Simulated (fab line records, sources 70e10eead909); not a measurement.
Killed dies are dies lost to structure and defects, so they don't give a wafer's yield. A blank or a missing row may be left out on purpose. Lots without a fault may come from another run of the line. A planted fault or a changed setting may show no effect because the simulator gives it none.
Problem report in the 8D (eight disciplines) form, filled by code | flow nand_harc | the parts of the form that need people (team, actions taken, sign-off) are left out

1. THE PROBLEM
sort_bin_3_pct at NHARC_END_SORT_01 reads a mean of 3.5 % on 1 wafer of 1 lot; wafers without a fault read 0.6 % with a standard deviation of 0.34. That is +8.5 standard deviations from the usual mean.
First seen on wafer L482.2, day 30 11:50, on prober-02. The record holds 12 wafers of 4 lots with a number at this step. Rule for "out", or "out of limits": more than 4 standard deviations from the usual mean. The other wafers with a number count as sound.

2. WHAT IT IS AND WHAT IT IS NOT
question                    | is                | is not
which readings at this step | sort_bin_3_pct    | killed_at_other, killed_at_periphery, killed_open, killed_short, sort_bin_4_pct
which lots                  | L482              | L471, L485, L493
which wafers of those lots  | L482.2            | L482.1, L482.6
read on which gauges        | prober-02         | -
when                        | from day 30 11:50 | up to then (4 sound wafers); but 7 sound wafers of L482, L485, L493 came after

3. SUSPECTS, AND WHAT RULES EACH OUT
Counting: a tool at a process step up to the reading stays a suspect if it ran every lot that is out. Sound lots after the first of them don't rule it out here, since some wafers of a struck lot are sound.
- the gauge at NHARC_END_SORT_01: kept. All the wafers that are out were read on prober-02, and no step on other tools shows them out.
- pecvd-01 at NHARC_A_BONDPAD_DEP_00 (deposits SiCN, target thk 250 nm): kept. It ran the lot that is out, L482 (day 27 21:11); its last sound lot up to then is L471 (day 23 01:49). NHARC_A_BONDPAD_DEP_00 gives no start for some lots, so the hours and the order of its lots are those of NHARC_A_BONDPAD_CD_MEAS_09.
- rie_diel-08 at NHARC_A_BONDPAD_STRIP_15 (strips in O2): kept. It ran the lot that is out, L482 (day 27 21:49); its last sound lot up to then is L471 (day 23 02:26).
- Within pecvd-01 at NHARC_A_BONDPAD_DEP_00: the wafers that are out ran in chamber 2; their sound lot-mates ran in chamber 0.
- Within rie_diel-08 at NHARC_A_BONDPAD_STRIP_15: the wafers that are out ran in chamber 3; their sound lot-mates ran in chambers 0, 2.
Left after counting: pecvd-01 at NHARC_A_BONDPAD_DEP_00, rie_diel-08 at NHARC_A_BONDPAD_STRIP_15, prober-02 at NHARC_END_SORT_01.

4. THE CAUSE (what the simulator had put in)
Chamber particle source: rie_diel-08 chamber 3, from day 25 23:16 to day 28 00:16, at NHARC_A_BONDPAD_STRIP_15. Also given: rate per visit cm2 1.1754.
Counting left 3 suspects, and this tool is among them.

5. THE CHAIN OF EFFECTS, in route order
Each row: a reading whose mean over the struck wafers that have a number lies more than 3 standard deviations from the usual. Only readings for which the record gives a usual standard deviation are gone through. hours: the time from each lot's start at the first step in this table that gives one to its start at this step, as a median over the lots. sigmas: the change in usual standard deviations.
hours | step              | reading              | usual  | on struck wafers | change | sigmas
0     | NHARC_END_SORT_01 | defect_limited_yield | 91.8 % | 83.6             | -8.2   | -3.3
0     | NHARC_END_SORT_01 | killed_at_array      | 51     | 107              | +56    | +3.3
0     | NHARC_END_SORT_01 | killed_dies          | 56     | 111              | +55    | +3.2
0     | NHARC_END_SORT_01 | sort_bin_2_pct       | 2.8 %  | 7.2              | +4.4   | +4.0
0     | NHARC_END_SORT_01 | sort_bin_3_pct       | 0.6 %  | 3.5              | +2.9   | +8.5
0     | NHARC_END_SORT_01 | sort_n_pass          | 621    | 566              | -55    | -3.2
0     | NHARC_END_SORT_01 | sort_yield_pct       | 91.8 % | 83.6             | -8.2   | -3.3

6. WHAT WOULD HAVE CAUGHT IT SOONER
In this record the first reading out of limits at a measuring or inspecting step was taken at day 30 11:50, 109 hours after the fault began at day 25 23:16.
Of the tool readings at NHARC_A_BONDPAD_STRIP_15 for which the record gives a usual standard deviation, none was out on any struck wafer, so an alarm limit of 4 standard deviations on them would not have fired.
All the lots that are out (1) had begun NHARC_A_BONDPAD_STRIP_15 on rie_diel-08 by day 30 11:50. A hold on the tool at that time would have spared none of them.
